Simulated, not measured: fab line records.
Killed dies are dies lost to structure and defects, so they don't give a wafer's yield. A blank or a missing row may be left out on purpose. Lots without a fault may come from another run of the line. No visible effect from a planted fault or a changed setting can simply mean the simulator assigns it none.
Matching of chambers / flow nand-harc / NHARC_P_STI_ETCH_15 on rie-si-05: 4 sister chambers
The step etches the open film in HBr/Cl2, target depth 300 nm, time 100.1 s. 4 wafers are shown with their chamber, then 12 later ones without.

WAFERS, EACH WITH ITS CHAMBER
wafer=L088.6; chamber=3; drypump-motor-current-A (A)=5.4
wafer=L091.1; chamber=0; drypump-motor-current-A (A)=5.7
wafer=L091.3; chamber=2; drypump-motor-current-A (A)=5.5
wafer=L091.4; chamber=1; drypump-motor-current-A (A)=5.1

WAFERS WHOSE CHAMBER IS MISSING
wafer=L092.2; drypump-motor-current-A (A)=5.7
wafer=L092.4; drypump-motor-current-A (A)=5.1
wafer=L092.6; drypump-motor-current-A (A)=5.5
wafer=L093.1; drypump-motor-current-A (A)=5.7
wafer=L093.5; drypump-motor-current-A (A)=5.1
wafer=L093.6; drypump-motor-current-A (A)=5.5
wafer=L095.1; drypump-motor-current-A (A)=5.5
wafer=L095.4; drypump-motor-current-A (A)=5.1
wafer=L095.5; drypump-motor-current-A (A)=5.5
wafer=L096.1; drypump-motor-current-A (A)=5.5
wafer=L096.5; drypump-motor-current-A (A)=5.5
wafer=L096.6; drypump-motor-current-A (A)=5.2

WHICH CHAMBER EACH ONE RAN IN
wafer=L092.2; from the rows above=0; in truth=0
wafer=L092.4; from the rows above=1; in truth=1
wafer=L092.6; from the rows above=2; in truth=2
wafer=L093.1; from the rows above=0; in truth=0
wafer=L093.5; from the rows above=1; in truth=1
wafer=L093.6; from the rows above=2; in truth=2
wafer=L095.1; from the rows above=2; in truth=2
wafer=L095.4; from the rows above=1; in truth=1
wafer=L095.5; from the rows above=2; in truth=2
wafer=L096.1; from the rows above=2; in truth=2
wafer=L096.5; from the rows above=2; in truth=2
wafer=L096.6; from the rows above=1; in truth=1
Placed correctly: 12 of 12. From these rows, 0 cannot be placed. Placed wrongly: 0.
How it was worked out, from the rows above alone: a wafer's distance from a chamber is the root of the sum, over the readings, of the square of ((its reading less the chamber's mean) divided by the reading's scatter). If the next closest chamber is less than 2 further off than the closest, the wafer can't be placed; otherwise it belongs to the closest. Each chamber's mean is taken over the wafers shown for it. The scatter (one wafer shown for each chamber): square how far every hidden wafer sits from the nearest shown wafer, average those squares and take the square root.
